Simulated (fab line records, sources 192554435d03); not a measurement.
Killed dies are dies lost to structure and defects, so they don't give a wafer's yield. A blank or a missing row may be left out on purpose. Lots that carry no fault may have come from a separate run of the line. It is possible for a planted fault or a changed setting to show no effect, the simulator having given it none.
Split-lot experiment + flow n5Finfet + 7 lots, 39 wafers read, on a route of 1938 steps

THE SPLIT ITSELF
At N5_BEOL_M8_ETCH_66 (etches SOC in N2/H2, target depth 80 nm, overetch 16 nm, time 120 s), the setting targetDepthA was moved away from the recipe's 800 angstrom on 18 of the 39 wafers read, by -54.8% to +37.0%. All remaining wafers had this setting at the recipe value.

The split's own step is where the reading is taken.

THE READING
BEOL_M8.cdNm (the simulator's own value, which no gauge read), in nm, at N5_BEOL_M8_ETCH_66 (etches SOC in N2/H2, target depth 80 nm, overetch 16 nm, time 120 s). There is no usual value for it anywhere in the file. Average 40.0 nm, standard deviation 0.27 nm, over the 21 wafers here run with the recipe.

| wafer  | tool, chamber at the split | targetDepthA as run, angstrom | against the recipe | BEOL_M8.cdNm, nm | against lot-mates on the recipe |
|--------|----------------------------|-------------------------------|--------------------|------------------|---------------------------------|
| L078.1 | rieDiel-02, 1              | 589.1                         | -26.4%             | 39.4             | -0.5                            |
| L078.2 | rieDiel-02, 2              | 800                           | recipe             | 39.4             | -                               |
| L078.3 | rieDiel-02, 0              | 800                           | recipe             | 40.2             | -                               |
| L078.4 | rieDiel-02, 3              | 589.1                         | -26.4%             | 39.2             | -0.7                            |
| L078.5 | rieDiel-02, 3              | 800                           | recipe             | 40               | -                               |
| L078.6 | rieDiel-02, 2              | 589.1                         | -26.4%             | 39               | -0.9                            |
| L084.1 | rieDiel-05, 2,1,2          | 1096                          | +37.0%             | 41               | +1.0                            |
| L084.3 | rieDiel-05, 2,1,2          | 1096                          | +37.0%             | 41               | +1.0                            |
| L084.4 | rieDiel-05, 2,1,2          | 1096                          | +37.0%             | 41               | +1.0                            |
| L084.2 | rieDiel-05, 3              | 800                           | recipe             | 39.6             | -                               |
| L084.5 | rieDiel-05, 3              | 800                           | recipe             | 40               | -                               |
| L084.6 | rieDiel-05, 1              | 800                           | recipe             | 40.4             | -                               |
| L083.1 | rieDiel-05, 1              | 800                           | recipe             | 40               | -                               |
| L083.3 | rieDiel-05, 0              | 800                           | recipe             | 40.4             | -                               |
| L083.4 | rieDiel-05, 0              | 800                           | recipe             | 40               | -                               |
| L091.1 | rieDiel-02, 0              | 800                           | recipe             | 40.2             | -                               |
| L091.2 | rieDiel-02, 3              | 580.9                         | -27.4%             | 39               | -0.9                            |
| L091.3 | rieDiel-02, 1              | 800                           | recipe             | 39.8             | -                               |
| L091.4 | rieDiel-02, 2              | 580.9                         | -27.4%             | 39.4             | -0.5                            |
| L091.5 | rieDiel-02, 3              | 800                           | recipe             | 39.6             | -                               |
| L091.6 | rieDiel-02, 0              | 580.9                         | -27.4%             | 39.4             | -0.5                            |
| L086.1 | rieDiel-05, 2              | 1022                          | +27.8%             | 40.8             | +0.5                            |
| L086.2 | rieDiel-05, 3              | 1022                          | +27.8%             | 40.4             | +0.1                            |
| L086.3 | rieDiel-05, 1              | 1022                          | +27.8%             | 40.6             | +0.3                            |
| L086.4 | rieDiel-05, 0              | 800                           | recipe             | 40.4             | -                               |
| L086.5 | rieDiel-05, 3,2            | 800                           | recipe             | 40.2             | -                               |
| L086.6 | rieDiel-05, 3,2            | 800                           | recipe             | 40.2             | -                               |
| L094.1 | rieDiel-05, 1,3            | 800                           | recipe             | 40.2             | -                               |
| L094.5 | rieDiel-05, 1,3            | 800                           | recipe             | 40.2             | -                               |
| L094.2 | rieDiel-05, 3              | 362                           | -54.8%             | 39.2             | -0.9                            |
| L094.3 | rieDiel-05, 2              | 362                           | -54.8%             | 38.8             | -1.3                            |
| L094.4 | rieDiel-05, 0              | 800                           | recipe             | 40               | -                               |
| L094.6 | rieDiel-05, 0              | 362                           | -54.8%             | 39               | -1.1                            |
| L097.1 | rieDiel-05, 3,2            | 475.8                         | -40.5%             | 39               | -0.9                            |
| L097.5 | rieDiel-05, 3,2            | 475.8                         | -40.5%             | 39               | -0.9                            |
| L097.2 | rieDiel-05, 1              | 800                           | recipe             | 40               | -                               |
| L097.3 | rieDiel-05, 0              | 800                           | recipe             | 39.8             | -                               |
| L097.4 | rieDiel-05, 2              | 800                           | recipe             | 39.8             | -                               |
| L097.6 | rieDiel-05, 3              | 475.8                         | -40.5%             | 39.2             | -0.7                            |
Rows listing several chambers each stand for several wafers; the file does not say which wafer went through which chamber.

THE FIT
A straight line over all 39 wafers: BEOL_M8.cdNm changes by +0.0229 nm for each +1% of targetDepthA; r = +0.92; the points scatter about the line by 0.25 nm.
The same after taking each lot's own level away (the mean of its wafers on the recipe; 39 wafers): +0.0212 nm for each +1%; r = +0.92; scatter 0.22 nm.
On that fit, the largest move of targetDepthA shifts the reading by 1.2 nm.
Across the lots, their own levels run from 39.87 to 40.27 nm, a range of 1.5 times the standard deviation given above.
So the lot-to-lot level changes the slope little: the two slopes agree.
Check: -1.2 nm against its lot-mates is what the line predicts for one of the wafers moved furthest among these (-54.8%) when that wafer is left out of the fit. It came out at -0.933 nm against them.

THESE WAFERS: OTHER SPLITS
Other splits were also applied to these wafers ahead of the reading. Each is held against what the fit with the lots' levels taken away leaves over:
| other split on the same wafers  | wafers away from the commonest value | r with BEOL_M8.cdNm (lot level and that fit taken away) |
|---------------------------------|--------------------------------------|---------------------------------------------------------|
| N5_BEOL_M1_HM_DEP_02 targetThkA | 9                                    | +0.23                                                   |
| N5_BEOL_M5_ILD_DEP_00 timeS     | 9                                    | +0.14                                                   |

THE WHOLE CHAIN: every reading that the file lists as answering this split, in the file's order
| step               | what it does                                                        | reading                                                                         | change (the file's fit)                | r (the file's) |
|--------------------|---------------------------------------------------------------------|---------------------------------------------------------------------------------|----------------------------------------|----------------|
| N5_BEOL_M8_ETCH_66 | etches SOC in N2/H2, target depth 80 nm, overetch 16 nm, time 120 s | SiARC_of_BEOL_M8_COAT_64.thkNm (the simulator's own value, which no gauge read) | -0.0463 nm for each +1% of the setting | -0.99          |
| N5_BEOL_M8_ETCH_66 | etches SOC in N2/H2, target depth 80 nm, overetch 16 nm, time 120 s | BEOL_M8.cdNm (the simulator's own value, which no gauge read)                   | +0.0212 nm for each +1% of the setting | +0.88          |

THE FILE'S OWN FIT
BEOL_M8.cdNm changes by +0.0212 nm for each +1% of targetDepthA, r = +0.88.
